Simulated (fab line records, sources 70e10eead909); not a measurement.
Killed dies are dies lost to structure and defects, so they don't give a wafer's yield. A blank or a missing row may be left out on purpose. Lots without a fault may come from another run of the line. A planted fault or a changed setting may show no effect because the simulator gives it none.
Which tool did it? | flow nand_harc | 12 lots, 36 wafers sampled, at 5 steps of a route of 1302

WHAT THE GAUGES READ, wafer by wafer
NHARC_P_M0_INSPECT_11.
lot  | measured     | on                | raw_defect_count
L954 | day 6 04:11  | defect_inspect-02 | 4 4 9
L958 | day 7 17:16  | defect_inspect-01 | 7 10 6
L959 | day 8 04:47  | defect_inspect-01 | 5 7 4
L961 | day 9 01:50  | defect_inspect-02 | 7 7 9
L964 | day 10 02:50 | defect_inspect-01 | 1 5 3
L963 | day 10 02:41 | defect_inspect-02 | 3 1 3
L966 | day 11 00:58 | defect_inspect-01 | 2 4 2
L967 | day 12 06:16 | defect_inspect-02 | 4 6 0
L973 | day 13 20:58 | defect_inspect-02 | 1 2 1
L974 | day 14 02:04 | defect_inspect-01 | 1 1 3
L975 | day 14 20:34 | defect_inspect-01 | 6 3 10
L976 | day 15 04:09 | defect_inspect-01 | 3 3 5

WHICH TOOL RAN EACH LOT (tool, then ch and the chambers of the sampled wafers, then the start)
lot  | NHARC_P_GATE_DEGAS_109       | NHARC_P_CONTACT_DEP_30          | NHARC_P_CONTACT_CVD_23        | NHARC_P_CONTACT_CMP_24
L954 | pvd_sputter-01, day 5 21:11  | pecvd-01 ch 1,2, day 5 22:14    | cvd_w-02 ch 0,1, day 6 02:11  | cmp-02 ch 0,2, day 6 02:44
L958 | pvd_sputter-02, day 7 10:23  | pecvd-01 ch 1,2, day 7 11:24    | cvd_w-01 ch 0,1, day 7 15:20  | cmp-02 ch 0,1,2, day 7 15:50
L959 | pvd_sputter-03, day 7 21:56  | pecvd-04 ch 0,1, day 7 23:01    | cvd_w-01 ch 0,1, day 8 02:49  | cmp-04 ch 0,3, day 8 03:27
L961 | pvd_sputter-03, day 8 18:57  | pecvd-02 ch 1,2, day 8 20:10    | cvd_w-02 ch 0,1, day 8 23:46  | cmp-04 ch 0,1,3, day 9 00:26
L964 | pvd_sputter-03, day 9 18:59  | pecvd-04 ch 0,1, day 9 20:11    | cvd_w-02 ch 0,1, day 9 23:57  | cmp-04 ch 0,1,2, day 10 01:17
L963 | pvd_sputter-02, day 9 19:50  | pecvd-02 ch 0,1, day 9 20:52    | cvd_w-02 ch 0,1, day 10 00:43 | cmp-03 ch 1,2,3, day 10 01:17
L966 | pvd_sputter-03, day 10 16:32 | pecvd-01 ch 0,1,2, day 10 17:41 | cvd_w-02 ch 0,1, day 10 22:07 | cmp-03 ch 0,1,2, day 10 23:23
L967 | pvd_sputter-01, day 11 20:48 | pecvd-01 ch 0,1, day 11 21:52   | cvd_w-02 ch 0,1, day 12 01:41 | cmp-02 ch 0,2, day 12 04:38
L973 | pvd_sputter-02, day 13 14:07 | pecvd-04 ch 0,1, day 13 15:10   | cvd_w-02 ch 0,1, day 13 18:59 | cmp-03 ch 0,3, day 13 19:34
L974 | pvd_sputter-01, day 13 19:20 | pecvd-04 ch 0,1,2, day 13 20:22 | cvd_w-02 ch 0, day 14 00:07   | cmp-04 ch 0,1,3, day 14 00:46
L975 | pvd_sputter-01, day 14 13:38 | pecvd-01 ch 0,2, day 14 14:41   | cvd_w-02 ch 0,1, day 14 18:26 | cmp-04 ch 0,2,3, day 14 19:07
L976 | pvd_sputter-01, day 14 21:34 | pecvd-04 ch 0,1, day 14 22:35   | cvd_w-02 ch 0,1, day 15 02:12 | cmp-04 ch 0,3, day 15 02:51
- NHARC_P_GATE_DEGAS_109: time 60 s.
- NHARC_P_CONTACT_DEP_30: deposits SiNx, target thk 30 nm.
- NHARC_P_CONTACT_CVD_23: deposits W, target thk 200 nm, time 557 s.
- NHARC_P_CONTACT_CMP_24: polishes, t overpolish 30 s, target thk 200 nm.

WHAT THE TOOLS THEMSELVES READ (means of the sampled wafers that have a number; where no wafer has one, the mark that the record gives instead)
NHARC_P_GATE_DEGAS_109.
lot  | tool           | heater_power_w (W)
L954 | pvd_sputter-01 | 434
L958 | pvd_sputter-02 | 406
L959 | pvd_sputter-03 | 499
L961 | pvd_sputter-03 | 459
L964 | pvd_sputter-03 | 491
L963 | pvd_sputter-02 | 455
L966 | pvd_sputter-03 | 517
L967 | pvd_sputter-01 | 470
L973 | pvd_sputter-02 | 424
L974 | pvd_sputter-01 | 456
L975 | pvd_sputter-01 | 467
L976 | pvd_sputter-01 | 478

NHARC_P_CONTACT_DEP_30.
lot  | tool     | heater_power_outer_w (W) | heater_power_w (W)
L954 | pecvd-01 | 476                      | 784
L958 | pecvd-01 | 511                      | 829
L959 | pecvd-04 | 468                      | 764
L961 | pecvd-02 | 514                      | 824
L964 | pecvd-04 | 475                      | 776
L963 | pecvd-02 | 574                      | 954
L966 | pecvd-01 | 453                      | 753
L967 | pecvd-01 | 439                      | 741
L973 | pecvd-04 | 422                      | 735
L974 | pecvd-04 | 425                      | 766
L975 | pecvd-01 | 492                      | 811
L976 | pecvd-04 | 380                      | 651

NHARC_P_CONTACT_CVD_23.
lot  | tool     | heater_power_outer_w (W) | heater_power_w (W) | mfc_h2_sccm (sccm) | throttle_valve_pct (%)
L954 | cvd_w-02 | 257                      | 440                | 1597               | 8.26
L958 | cvd_w-01 | 218                      | 404                | 1596               | 8.15
L959 | cvd_w-01 | 219                      | 406                | 1591               | 8.21
L961 | cvd_w-02 | 250                      | 442                | 1601               | 8.29
L964 | cvd_w-02 | 251                      | 433                | 1600               | 8.40
L963 | cvd_w-02 | 256                      | 445                | 1598               | 8.32
L966 | cvd_w-02 | 259                      | 444                | 1601               | 8.30
L967 | cvd_w-02 | 258                      | 446                | 1601               | 8.29
L973 | cvd_w-02 | 244                      | 415                | 1599               | 8.22
L974 | cvd_w-02 | 238                      | 411                | 1596               | 8.37
L975 | cvd_w-02 | 251                      | 426                | 1597               | 8.42
L976 | cvd_w-02 | 248                      | 432                | 1600               | 8.34

NHARC_P_CONTACT_CMP_24.
lot  | tool   | motor_current_A (A) | overpolish_run_s (s) | retaining_ring_pressure_frac | time_to_endpoint_s (s)
L954 | cmp-02 | 12.0                | 30.004               | 1.002                        | 47.4
L958 | cmp-02 | 12.4                | 29.994               | 1.001                        | 41.5
L959 | cmp-04 | 12.9                | 30.003               | 1.001                        | 43.1
L961 | cmp-04 | 12.1                | 29.992               | 0.998                        | 41.5
L964 | cmp-04 | 10.8                | 30.001               | 1.000                        | 81.7
L963 | cmp-03 | 11.6                | 29.996               | 1.000                        | 37.0
L966 | cmp-03 | 11.4                | 30.002               | 1.000                        | 78.6
L967 | cmp-02 | 12.8                | 30.005               | 1.004                        | 77.0
L973 | cmp-03 | 11.6                | 29.996               | 0.995                        | 42.7
L974 | cmp-04 | 11.8                | 29.995               | 1.000                        | 42.4
L975 | cmp-04 | 11.5                | 29.999               | 1.002                        | 37.9
L976 | cmp-04 | 12.5                | 29.999               | 1.000                        | 39.6

THE ANSWER, worked out from the rows above alone
Rule: what is usual is taken from the lots themselves. Put in order of their means at a reading, lots are off if they are a third of the lots or fewer, leave a main group of 4 or more, and stand apart from it by a gap of 3 or more times the standard deviation of the main group's means; of several such gaps the widest counts. A main group whose means are all the same, to the digits that the tables above print for the reading, isn't used. A lot without any number at a reading at which 4 lots or more have one is off too. The other lots that the step has rows for count as sound. The gauges are gone through in route order, then the tools' own readings, and for those a lot's mean is taken as printed above. The first step at which some lot is off is used, and at that step the reading that is off furthest; a lot without a number counts as furthest.
Off: L964, L966, L967, at NHARC_P_CONTACT_CMP_24 (time_to_endpoint_s). The main group: mean 41.5 s, standard deviation 2.9.
A tool fits if, at that step or a process step before it, it ran every lot that is off, and no sound lot after the first of them. None of those tried fits.

WHAT THE SIMULATOR HAD PUT IN
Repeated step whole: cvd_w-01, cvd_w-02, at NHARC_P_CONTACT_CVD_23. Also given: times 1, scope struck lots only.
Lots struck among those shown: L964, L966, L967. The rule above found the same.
